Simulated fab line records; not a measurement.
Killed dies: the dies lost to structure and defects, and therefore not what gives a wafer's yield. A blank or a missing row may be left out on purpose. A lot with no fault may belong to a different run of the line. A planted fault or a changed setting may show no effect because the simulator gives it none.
fab line records :: flow n5_finfet
record:
  lots: 4
  wafers: 12
  last_day: 15
route steps=1938 shown MOL_CONTACT_COAG@601 BEOL_M0_SAQP@632 PASSIVATION@1936
lots with no fault: from the same line, run without faults
start_h: start of the lot's first displayed wafer, in hours after the record's first day :: wait_h: hours since the lot's step before :: " identical to the entry in the row above :: L1.1+2: a row that stands for several wafers :: - no value, or no start given :: * or withheld: withheld :: < > ~ a bound
route shown NAME@n: a module of which the file shows steps, and the number in the route of the first :: usual: mean/standard deviation of fault-free wafers :: same: alike in all rows :: chamber/n: place in a boat :: sites: readings site by site :: _std_site: how widely they spread, as a standard deviation :: _edge_site: mean of outer sites minus mean of inner sites :: radius_mm: for every site, how far away it sits from the centre of the wafer :: mask NAME#n: copy n :: behind: the last tool/chamber to shape the wafer :: hold: what put the lot on hold/how long, in hours/how the hold closed :: device: names the non-switching transistor (n, p or np) :: end of line: the route-end tests of the same wafers :: a step with no rows: only its recipe :: killed: dies that structure and defects cost at the first sort, which is not the same as the wafer's yield :: map: dies across one wafer; x = killed, . = not, _ = none there
set.NAME: the setting the step ran with; set.NAME@STEP: the setting that earlier step ran with :: model.NAME: the simulator's own value behind a step, which no gauge read
a table for each step, a row for each wafer; lots at some steps of the route
services: from which hour (start_h, from the record's first day; less than 0 if before it) a tool's chamber was out of use, for how many hours, and why
== steps ==
step: N5_MOL_CONTACT_COAG_DEVELOP_39
recipe:
  develop_time_s: 30
  developer: TMAH
  resist: CAR-EUV
  rinse_liquid: surfactant_rinse
  dry: air_spin
  dev_temp_c: 23
step: N5_MOL_CONTACT_COAG_DESCUM_45
recipe:
  chemistry: O2
  time_s: 7
  source_power_w: 50
  bias_power_w: 20
  pressure_mtorr: 20
  rf_frequency_hz: 2.712e+07
  temp_c: 40
  resist: CAR-EUV
  o2_flow_sccm: 225
step: N5_MOL_CONTACT_COAG_ETCH_65
recipe:
  chemistry: N2/H2
  target: underlayer
  target_depth_a: 130
  mask_material: CAR-EUV
  time_s: 10.4
  ion_energy_ev: 200
  pressure_mtorr: 30
  source_w: 840
  bias_w: 150
  n2_flow_sccm: 200
  h2_flow_sccm: 200
  ends: cleared
step: N5_MOL_CONTACT_COAG_ETCH_66
recipe:
  chemistry: CF4
  target: SiARC
  target_depth_a: 130
  mask_material: CAR-EUV
  time_s: 21.7
  ion_energy_ev: 80
  pressure_mtorr: 40
  source_w: 545
  bias_w: 36
  Ar_flow_sccm: 100
  cf4_flow_sccm: 100
  ends: cleared
step: N5_MOL_CONTACT_COAG_ALD_133
recipe:
  material: SiO2
  target_thk_a: 50
  temp_c: 100
  ald_precursor_family: BDEAS
  ald_co_reactant: O2-plasma
  pulse_time_s: 1
  co_reactant_pulse_time_s: 1
  purge_time_s: 2
  co_reactant_purge_time_s: 2
  ald_cycles: 35
  pressure_torr: 2
step: N5_MOL_CONTACT_COAG_ETCHBACK_134
recipe:
  chemistry: CHF3
  target: SiO2
  target_depth_a: 100
  time_s: 6.7
  ion_energy_ev: 200
  pressure_mtorr: 30
  source_w: 610
  bias_w: 170
  Ar_flow_sccm: 200
  CHF3_flow_sccm: 50
step: N5_MOL_CONTACT_COAG_ETCH_67
recipe:
  chemistry: N2/H2
  target: SOC
  target_depth_a: 600
  overetch_a: 210
  mask_material: SiARC
  temp_c: 40
  time_s: 101.2
  ion_energy_ev: 200
  pressure_mtorr: 30
  source_w: 840
  bias_w: 150
  n2_flow_sccm: 200
  h2_flow_sccm: 200
step: N5_MOL_CONTACT_COAG_STRIP_68
recipe:
  chemistry: N2/H2
  temp_c: 40
  n2_flow_sccm: 200
  h2_flow_sccm: 200
  rf_frequency_hz: 6e+07
step: N5_MOL_CONTACT_COAG_STRIP_69
recipe:
  chemistry: N2/H2
  temp_c: 40
  n2_flow_sccm: 200
  h2_flow_sccm: 200
  rf_frequency_hz: 6e+07
step: N5_MOL_CONTACT_COAG_ETCHBACK_136
recipe:
  chemistry: CHF3
  target: SiO2
  target_depth_a: 250
  time_s: 16.7
  ion_energy_ev: 200
  pressure_mtorr: 30
  source_w: 610
  bias_w: 170
  Ar_flow_sccm: 200
  CHF3_flow_sccm: 50
usual:
  bias_w: 170.0/0.45
  chamber_pressure_mTorr: 29.999/0.023
  drypump_motor_current_A: 5.48/0.3
  oes_ar_750_au: 0.79/0.084
  oes_product_au: 0.79/0.087
  rf_vpp_V: 523/8.5
  showerhead_plenum_p_Torr: 2.35/0.082
  throttle_valve_pct: 18.80/0.2
lot.wafer: L808.3
tool: rie_diel-03
chamber: 1
start_h: 134.29
wait_h: 0.0
bias_w: 169.7
chamber_pressure_mTorr: 30.001
drypump_motor_current_A: 5.68
oes_ar_750_au: 0.78
oes_product_au: 0.78
rf_hours_counter_h: 110
rf_vpp_V: 539
showerhead_plenum_p_Torr: 2.28
throttle_valve_pct: 18.72

lot.wafer: L808.5
tool: rie_diel-03
chamber: 3
start_h: 134.29
wait_h: 0.0
bias_w: 170.8
chamber_pressure_mTorr: 30.003
drypump_motor_current_A: 5.77
oes_ar_750_au: 0.93
oes_product_au: 0.93
rf_hours_counter_h: -
rf_vpp_V: 516
showerhead_plenum_p_Torr: 2.35
throttle_valve_pct: 18.68

lot.wafer: L808.6
tool: rie_diel-03
chamber: 0
start_h: 134.29
wait_h: 0.0
bias_w: 170.0
chamber_pressure_mTorr: 30.005
drypump_motor_current_A: 5.56
oes_ar_750_au: 0.80
oes_product_au: 0.81
rf_hours_counter_h: -
rf_vpp_V: 524
showerhead_plenum_p_Torr: 2.50
throttle_valve_pct: 19.01

lot.wafer: L815.3
tool: rie_diel-01
chamber: 1
start_h: 170.17
wait_h: 0.0
bias_w: 169.8
chamber_pressure_mTorr: 29.999
drypump_motor_current_A: 5.10
oes_ar_750_au: 0.86
oes_product_au: 0.86
rf_hours_counter_h: 71
rf_vpp_V: 530
showerhead_plenum_p_Torr: 2.43
throttle_valve_pct: 18.72

lot.wafer: L815.5
tool: rie_diel-01
chamber: 3
start_h: 170.17
wait_h: 0.0
bias_w: 169.5
chamber_pressure_mTorr: 30.013
drypump_motor_current_A: 5.42
oes_ar_750_au: 0.73
oes_product_au: 0.75
rf_hours_counter_h: -
rf_vpp_V: 527
showerhead_plenum_p_Torr: 2.39
throttle_valve_pct: 18.46

lot.wafer: L815.6
tool: rie_diel-01
chamber: 1
start_h: 170.17
wait_h: 0.0
bias_w: 169.9
chamber_pressure_mTorr: 30.024
drypump_motor_current_A: 5.11
oes_ar_750_au: 0.87
oes_product_au: 0.86
rf_hours_counter_h: -
rf_vpp_V: 531
showerhead_plenum_p_Torr: 2.43
throttle_valve_pct: 18.71

lot.wafer: L817.2
tool: rie_diel-03
chamber: 2
start_h: 178.38
wait_h: 0.0
bias_w: 170.7
chamber_pressure_mTorr: 30.005
drypump_motor_current_A: 5.58
oes_ar_750_au: 0.73
oes_product_au: 0.74
rf_hours_counter_h: 185
rf_vpp_V: 530
showerhead_plenum_p_Torr: 2.19
throttle_valve_pct: 19.00

lot.wafer: L817.5
tool: rie_diel-03
chamber: 3
start_h: 178.38
wait_h: 0.0
bias_w: 170.1
chamber_pressure_mTorr: 29.983
drypump_motor_current_A: 5.78
oes_ar_750_au: 0.90
oes_product_au: 0.90
rf_hours_counter_h: -
rf_vpp_V: 514
showerhead_plenum_p_Torr: 2.34
throttle_valve_pct: 18.70

lot.wafer: L817.6
tool: rie_diel-03
chamber: 2
start_h: 178.38
wait_h: 0.0
bias_w: 171.0
chamber_pressure_mTorr: 30.018
drypump_motor_current_A: 5.57
oes_ar_750_au: 0.73
oes_product_au: 0.74
rf_hours_counter_h: -
rf_vpp_V: 529
showerhead_plenum_p_Torr: 2.19
throttle_valve_pct: 18.99

lot.wafer: L818.1
tool: rie_diel-03
chamber: 2
start_h: 188.77
wait_h: 0.0
bias_w: 169.9
chamber_pressure_mTorr: 30.024
drypump_motor_current_A: 5.57
oes_ar_750_au: 0.73
oes_product_au: 0.73
rf_hours_counter_h: 188
rf_vpp_V: 530
showerhead_plenum_p_Torr: 2.19
throttle_valve_pct: 18.99

lot.wafer: L818.2
tool: rie_diel-03
chamber: 3
start_h: 188.77
wait_h: 0.0
bias_w: 169.2
chamber_pressure_mTorr: 29.962
drypump_motor_current_A: 5.75
oes_ar_750_au: 0.89
oes_product_au: 0.89
rf_hours_counter_h: 35
rf_vpp_V: 516
showerhead_plenum_p_Torr: 2.34
throttle_valve_pct: 18.73

lot.wafer: L818.5
tool: rie_diel-03
chamber: 0
start_h: 188.77
wait_h: 0.0
bias_w: 169.5
chamber_pressure_mTorr: 30.023
drypump_motor_current_A: 5.60
oes_ar_750_au: 0.78
oes_product_au: 0.79
rf_hours_counter_h: -
rf_vpp_V: 522
showerhead_plenum_p_Torr: 2.49
throttle_valve_pct: 19.04
step: N5_MOL_CONTACT_COAG_STRIP_120
recipe:
  chemistry: CHF3
  resist: SiARC
  rf_frequency_hz: 6e+07
step: N5_MOL_CONTACT_COAG_VIA_ETCH_117
recipe:
  chemistry: C4F6/O2
  target_depth_a: 400
  overetch_a: 80
  mask_material: SOC
  target: SiO2
  bias_w: 455
  pressure_mtorr: 10
  time_s: 26
  source_w: 325
  Ar_flow_sccm: 300
  C4F6_flow_sccm: 10
  O2_flow_sccm: 10
  ion_energy_ev: 575.3
  ends: end_point
step: N5_MOL_CONTACT_COAG_ETCH_124
recipe:
  chemistry: CH3F/O2
  target: SiNx
  target_depth_a: 65
  mask_material: SOC
  stop_on: SiOC
  over_etch_frac: 0.3
  ion_energy_ev: 120
  pressure_mtorr: 30
  source_w: 395
  bias_w: 73
  Ar_flow_sccm: 150
  CH3F_flow_sccm: 30
  O2_flow_sccm: 20
  ends: end_point
step: N5_MOL_CONTACT_COAG_ETCH_48
recipe:
  chemistry: C4F6/O2
  target_depth_a: 150
  overetch_a: 45
  mask_material: SOC
  target: SiOC
  bias_w: 465
  pressure_mtorr: 10
  time_s: 17
  source_w: 335
  Ar_flow_sccm: 300
  C4F6_flow_sccm: 10
  O2_flow_sccm: 10
  ion_energy_ev: 576
step: N5_MOL_CONTACT_COAG_STRIP_72
recipe:
  chemistry: N2/H2
  power_w: 450
  temp_c: 40
  pressure_mtorr: 20
  rf_frequency_hz: 6e+07
  overash_fraction: 3
  bias_power_w: 7
  h2_frac: 0.5
  n2_flow_sccm: 200
  h2_flow_sccm: 200
step: N5_MOL_CONTACT_COAG_STRIP_49
recipe:
  chemistry: N2/H2
  time_s: 30
  power_w: 1000
  temp_c: 250
  pressure_mtorr: withheld
  n2_flow_sccm: 1750
  h2_flow_sccm: 3250
step: N5_MOL_CONTACT_COAG_PRECLEAN_138
recipe:
  chemistry: alkaline_clean
  temp_c: 60
  time_s: 60
  do_ppb: 50
step: N5_MOL_CONTACT_COAG_SRD_139
recipe:
  dry: ipa_marangoni
  time_s: 30
  temp_c: 23
  rinse_liquid: diw
step: N5_MOL_CONTACT_COAG_PRE_CLEAN_121
recipe:
  gas: H2/He
  time_s: *
  temp_c: withheld
step: N5_MOL_CONTACT_COAG_CVD_140
recipe:
  material: W
  target_thk_a: 665
  mode: selective_fill
  temp_c: 300
  time_s: 215
step: N5_MOL_CONTACT_COAG_PRECLEAN_127
recipe:
  chemistry: DIW
  time_s: 57.5
  temp_c: 23
step: N5_MOL_CONTACT_COAG_SRD_128
recipe:
  dry_time_s: 32
  dry: n2_spin
  spin_rpm: 1500
step: N5_MOL_CONTACT_COAG_CMP_52
recipe:
  stop_on: SiO2
  t_overpolish_s: 1.5
  post_cmp_clean: w_dilute_nh4oh
  down_force_psi: 4
  platen_rpm: 50.289
  pad_velocity_m_s: 1.0006
  target_thk_nm: 66.5
step: N5_MOL_CONTACT_COAG_ANNEAL_112
recipe:
  temp_c: 400
  time_s: 1800
  ambient: HPD2
  pressure_atm: 10
step: N5_BEOL_M0_SAQP_PECVD_00
recipe:
  material: SiCN
  target_thk_a: 80
  temp_c: withheld
  precursor: 3MS/NH3
  pressure_torr: 3
  rf_w: 202
  time_s: 14
step: N5_BEOL_M0_SAQP_ILD_DEP_01
recipe:
  material: SiOC
  target_thk_a: 454.19
  temp_c: 350
  precursor: DEMS/O2
  pressure_torr: 5
  rf_w: 500
  time_s: 8.7
step: N5_BEOL_M0_SAQP_HM_DEP_02
recipe:
  material: TiN
  target_thk_a: 120
  temp_c: 25
  chamber_pressure_pa: 0.49996
step: N5_BEOL_M0_SAQP_PECVD_03
recipe:
  material: SiCN
  target_thk_a: 120
  temp_c: withheld
  precursor: 3MS/NH3
  pressure_torr: 3
  rf_w: 202
  time_s: 21.1
step: N5_BEOL_M0_SAQP_PECVD_96
recipe:
  material: a-Si
  target_thk_a: 450
  temp_c: 350
  precursor: SiH4/He
  pressure_torr: 3
  rf_w: 100
  time_s: 45.2
step: N5_BEOL_M0_SAQP_PECVD_97
recipe:
  material: SiNx
  target_thk_a: 230
  temp_c: 350
  precursor: SiH4/NH3/N2
  pressure_torr: 1.5
  rf_w: 300
  time_s: 19.9
step: N5_BEOL_M0_SAQP_PECVD_04
recipe:
  material: a-Si
  target_thk_a: 600
  temp_c: 350
  precursor: SiH4/He
  pressure_torr: 3
  rf_w: 100
  time_s: 60.2
step: N5_BEOL_M0_SAQP_HM_DEP_111
recipe:
  material: SiO2
  target_thk_a: 120
  temp_c: 400
  precursor: SiH4/N2O
  pressure_torr: 0.75
  rf_w: 275
  time_s: 7.2
step: N5_BEOL_M0_SAQP_COAT_81
recipe:
  resist: SOC
  temp_c: 250
  time_s: 60
  spin_rpm: 1500
  resist_thk_nm: 100
step: N5_BEOL_M0_SAQP_COAT_82
recipe:
  resist: SiARC
  temp_c: 220
  time_s: 60
  spin_rpm: 1500
  resist_thk_nm: 30
step: N5_PASSIVATION_PROBE_49
usual:
  defect_limited_yield: 91.3/1.3
  killed_at_M0_to_M3: 36/12
  killed_at_M4_up: 13/4.6
  killed_at_contacts: 13/5.4
  killed_at_front_end: 37/10
  killed_at_other: 3.6/2.9
  killed_dies: 102/15
  killed_on_rim: 13/4
  killed_open: 67/12
  killed_short: 33/7.5
  sort_bin_4_leakage: 0.00/0.023
  sort_bin_5_function: 5.1/0.93
  sort_bin_6_memory: 3.2/0.62
  sort_n_pass: 1078/15
  sort_yield_pct: 91.3/1.3
same:
  gross_dies: 1180
  killed_at_back_side: 0
  sort_bin_8_speed[%]: 0
lot.wafer: L815.3
tool: prober-01
chamber: -
start_h: 345.78
wait_h: 0.1
defect_limited_yield[%]: 92.7
killed_at_M0_to_M3: 45
killed_at_M4_up: 13
killed_at_contacts: 5
killed_at_front_end: 23
killed_at_other: 0
killed_dies: 86
killed_on_rim: 12
killed_open: 54
killed_short: 31
sort_bin_4_leakage[%]: 0
sort_bin_5_function[%]: 4.7
sort_bin_6_memory[%]: 2.2
sort_n_pass: 1094
sort_yield_pct[%]: 92.7

lot.wafer: L815.5
tool: prober-01
chamber: -
start_h: 345.88
wait_h: 0.2
defect_limited_yield[%]: 91.7
killed_at_M0_to_M3: 49
killed_at_M4_up: 17
killed_at_contacts: 15
killed_at_front_end: 13
killed_at_other: 4
killed_dies: 98
killed_on_rim: 11
killed_open: 60
killed_short: 38
sort_bin_4_leakage[%]: 0
sort_bin_5_function[%]: 4.8
sort_bin_6_memory[%]: 3.1
sort_n_pass: 1082
sort_yield_pct[%]: 91.7

lot.wafer: L815.6
tool: prober-01
chamber: -
start_h: 345.93
wait_h: 0.3
defect_limited_yield[%]: 90.7
killed_at_M0_to_M3: 47
killed_at_M4_up: 11
killed_at_contacts: 12
killed_at_front_end: 33
killed_at_other: 7
killed_dies: 110
killed_on_rim: 16
killed_open: 58
killed_short: 49
sort_bin_4_leakage[%]: 0
sort_bin_5_function[%]: 4.7
sort_bin_6_memory[%]: 4.1
sort_n_pass: 1070
sort_yield_pct[%]: 90.7

lot.wafer: L818.1
tool: prober-01
chamber: -
start_h: 356.13
wait_h: 0.0
defect_limited_yield[%]: 87.3
killed_at_M0_to_M3: 17
killed_at_M4_up: 15
killed_at_contacts: 87
killed_at_front_end: 30
killed_at_other: 1
killed_dies: 150
killed_on_rim: 28
killed_open: 53
killed_short: 23
sort_bin_4_leakage[%]: 0
sort_bin_5_function[%]: 8.3
sort_bin_6_memory[%]: 2.5
sort_n_pass: 1030
sort_yield_pct[%]: 87.3

lot.wafer: L818.2
tool: prober-01
chamber: -
start_h: 356.18
wait_h: 0.1
defect_limited_yield[%]: 92.3
killed_at_M0_to_M3: 38
killed_at_M4_up: 13
killed_at_contacts: 14
killed_at_front_end: 21
killed_at_other: 5
killed_dies: 91
killed_on_rim: 12
killed_open: 57
killed_short: 32
sort_bin_4_leakage[%]: 0
sort_bin_5_function[%]: 4.3
sort_bin_6_memory[%]: 3.1
sort_n_pass: 1089
sort_yield_pct[%]: 92.3

lot.wafer: L818.5
tool: prober-01
chamber: -
start_h: 356.33
wait_h: 0.2
defect_limited_yield[%]: 92.9
killed_at_M0_to_M3: 32
killed_at_M4_up: 14
killed_at_contacts: 13
killed_at_front_end: 25
killed_at_other: 0
killed_dies: 84
killed_on_rim: 4
killed_open: 52
killed_short: 29
sort_bin_4_leakage[%]: 0
sort_bin_5_function[%]: 4.2
sort_bin_6_memory[%]: 2.8
sort_n_pass: 1096
sort_yield_pct[%]: 92.9

lot.wafer: L817.2
tool: prober-02
chamber: -
start_h: 360.50
wait_h: 0.1
defect_limited_yield[%]: 84.7
killed_at_M0_to_M3: 41
killed_at_M4_up: 11
killed_at_contacts: 79
killed_at_front_end: 44
killed_at_other: 6
killed_dies: 181
killed_on_rim: 36
killed_open: 80
killed_short: 29
sort_bin_4_leakage[%]: 0
sort_bin_5_function[%]: 9.4
sort_bin_6_memory[%]: 3.8
sort_n_pass: 999
sort_yield_pct[%]: 84.7

lot.wafer: L817.5
tool: prober-02
chamber: -
start_h: 360.65
wait_h: 0.2
defect_limited_yield[%]: 90.8
killed_at_M0_to_M3: 39
killed_at_M4_up: 9
killed_at_contacts: 11
killed_at_front_end: 44
killed_at_other: 6
killed_dies: 109
killed_on_rim: 12
killed_open: 68
killed_short: 40
sort_bin_4_leakage[%]: 0
sort_bin_5_function[%]: 5.7
sort_bin_6_memory[%]: 3.3
sort_n_pass: 1071
sort_yield_pct[%]: 90.8

lot.wafer: L817.6
tool: prober-02
chamber: -
start_h: 360.70
wait_h: 0.3
defect_limited_yield[%]: 84.2
killed_at_M0_to_M3: 37
killed_at_M4_up: 24
killed_at_contacts: 75
killed_at_front_end: 45
killed_at_other: 6
killed_dies: 187
killed_on_rim: 31
killed_open: 78
killed_short: 38
sort_bin_4_leakage[%]: 0.08
sort_bin_5_function[%]: 9.0
sort_bin_6_memory[%]: 4.7
sort_n_pass: 992
sort_yield_pct[%]: 84.1
killed by level:class
L815.3 BEOL_M0_SAQP:geometric_particle:open=16 BEOL_M0_SAQP:geometric_particle:short=9 BEOL_M4:geometric_particle:open=9 BEOL_M2:geometric_particle:short=7 BEOL_M2:geometric_particle:open=5 MOL_CONTACT_COAG:geometric_particle:open=4 BEOL_M1:geometric_particle:open=4 STI_FIN_REVEAL:geometric_particle:open=3
L815.5 BEOL_M0_SAQP:geometric_particle:open=12 MOL_CONTACT_COAG:geometric_particle:open=10 BEOL_M2:geometric_particle:short=10 BEOL_M4:geometric_particle:open=8 BEOL_M0_SAQP:geometric_particle:short=7 BEOL_M2:geometric_particle:open=7 MOL_CONTACT_COAG:geometric_particle:short=5 BEOL_M1:geometric_particle:open=5
L815.6 BEOL_M0_SAQP:geometric_particle:short=14 BEOL_M2:geometric_particle:short=12 BEOL_M0_SAQP:geometric_particle:open=9 GATE_CUT:geometric_particle:open=7 MOL_CONTACT_COAG:geometric_particle:open=7 FIN_SAQP:geometric_particle:short=6 STI_FIN_REVEAL:geometric_particle:open=5 MOL_CONTACT_COAG:geometric_particle:short=5
L818.1 MOL_CONTACT_COAG:unspecified=73 MOL_CONTACT_COAG:geometric_particle:open=11 STI_FIN_REVEAL:geometric_particle:open=10 BEOL_M2:geometric_particle:open=9 FIN_SAQP:geometric_particle:short=8 BEOL_M8:geometric_particle:open=6 MOL_CONTACT_COAG:geometric_particle:short=3 STARTING-WAFER:geometric_particle:open=3
L818.2 MOL_CONTACT_COAG:geometric_particle:open=11 BEOL_M0_SAQP:geometric_particle:open=8 BEOL_M0_SAQP:geometric_particle:short=8 BEOL_M2:geometric_particle:open=8 FIN_SAQP:geometric_particle:short=7 BEOL_M1:geometric_particle:open=5 BEOL_M4:geometric_particle:open=5 BEOL_M3:geometric_particle:open=4
L818.5 FIN_SAQP:geometric_particle:short=10 MOL_CONTACT_COAG:geometric_particle:open=10 BEOL_M0_SAQP:geometric_particle:short=9 BEOL_M0_SAQP:geometric_particle:open=8 BEOL_M2:geometric_particle:open=7 BEOL_M0:geometric_particle:open=4 BEOL_M8:geometric_particle:open=4 FIN_SAQP:geometric_particle:open=3
L817.2 MOL_CONTACT_COAG:unspecified=71 BEOL_M3:geometric_particle:open=16 FIN_SAQP:geometric_particle:open=14 STI_FIN_REVEAL:geometric_particle:open=9 FIN_SAQP:geometric_particle:short=8 BEOL_M0_SAQP:geometric_particle:open=8 MOL_CONTACT_COAG:geometric_particle:open=7 BEOL_M2:geometric_particle:open=5
L817.5 STI_FIN_REVEAL:geometric_particle:open=19 BEOL_M0_SAQP:geometric_particle:open=11 BEOL_M0_SAQP:geometric_particle:short=10 FIN_SAQP:geometric_particle:open=9 MOL_CONTACT_COAG:geometric_particle:open=8 BEOL_M3:geometric_particle:open=8 FIN_SAQP:geometric_particle:short=7 BEOL_M2:geometric_particle:open=3
L817.6 MOL_CONTACT_COAG:unspecified=71 BEOL_M3:geometric_particle:open=13 FIN_SAQP:geometric_particle:open=12 BEOL_M4:geometric_particle:open=10 BEOL_M0_SAQP:geometric_particle:short=9 FIN_SAQP:geometric_particle:short=8 DUMMY_GATE:geometric_particle:open=6 BEOL_M1:geometric_particle:open=6
map L817.6 (x killed, . not)
_________________xxxxxxxxxxxx________________
______________..xxxxxxxxxxxxxxx._____________
___________......xxxxxxxxxxx.x..x..__________
__________...x...xxxxxxxxxxx.xx....._________
________...........xxxxxxxxxx..x......_______
_______...xx......x.xxxxxx..x..........______
______......x.......xxxx............x..x_____
_____.....x........x.x........x.......x..____
____.x......x............x............xx..___
___...x...........x.........x.............x__
___.......x...x..x..x.x.xx.....x..x........__
__.....xx...x.............x........xx......._
__..............x..x.....x........x.....x..x_
_.........x..x...x..x.........x..x........xx.
_x.x.x...................................xx..
_........x.......x.....x...x.................
_........x..........................x.......x
_x.x.......x.................................
_xx.........x..x........................x....
_........................................x...
_.x....x......x..x...x......................x
__................................x........._
__...........x.........x..........x........._
___.....x.......x......x.....x......x..x...__
___............x.................x.........__
____....x.................x.....x.........___
_____.................x..........xx......____
______.......x.........................._____
_______.........x..xx.....x....x.......______
________....................x.x......x_______
__________...............x.........._________
___________.......x.....x......x...__________
______________....x..x..xx......_____________
_________________............________________
map L818.1 (x killed, . not)
_________________xxxxxxxxxxxx________________
______________x..xxxxxxxxxxxxx.._____________
___________.....xxxxxxxxxxxxx......__________
__________......x.xxxxxxxxxxxx.xx..._________
________.........x.xxx.xx.xxx.x......._______
_______...x..xx..xx.xxxxxxx.x..........______
______x...............x..xx............._____
_____.xx..................x.....x........____
____...................................x..___
___.x.x..........x.x..................x....__
___......................xxx...........x...__
__............x...........x....x.x.........._
__.x...................................x...x_
_..............................x........x....
_.............................x..............
_.....x.................x.x......x.....x.....
_..............x.x...x.x..................x..
_............................................
_...........x.........x............x.........
_..............x.............................
_x............x.x......x.....................
__.....x...................................._
__...x......x...............x.......xx..x..._
___.....x.....x.........................x..__
___.x...x..........x.......................__
____................x.....................___
_____...............x...x................____
______.....x...........................x_____
_______...x...........................x______
________...x.......x.................._______
__________........................x._________
___________.x....................x.__________
______________............x..x.._____________
_________________............________________
== services ==
tool: rie_diel-01
chamber: 0
start_h: 165.02
hours: -
kind: clean

tool: rie_diel-01
chamber: 0
start_h: 165.02
hours: -
kind: consumable_replace:focus_ring

tool: rie_diel-01
chamber: 0
start_h: 165.02
hours: 16.3
kind: scheduled_down

tool: rie_diel-01
chamber: 0
start_h: 165.02
hours: 16.3
kind: vent_cycle
== key ==
first_sign:
  step: N5_PASSIVATION_PROBE_49
  reading: killed_at_contacts
  direction: up
  sigmas: 12
  usual: 13
  struck: 80
effect:
  step: N5_PASSIVATION_PROBE_49
  reading: killed_dies
  direction: up
  sigmas: 4.6
  usual: 102
  struck: 173
more_kills_born_at:
  N5_MOL_CONTACT_COAG_ETCHBACK_136@rie_diel-03: 215
met_at N5_MOL_CONTACT_COAG_ETCHBACK_136
struck_wafers L817.2,L817.6,L818.1
fault:
  kind: chamber_particle_source
  tool: rie_diel-03
  chamber: 2
  onset_h: 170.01
  steps: N5_MOL_CONTACT_COAG_ETCHBACK_136
  rate_per_visit_cm2: 0.67215
  end_h: 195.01
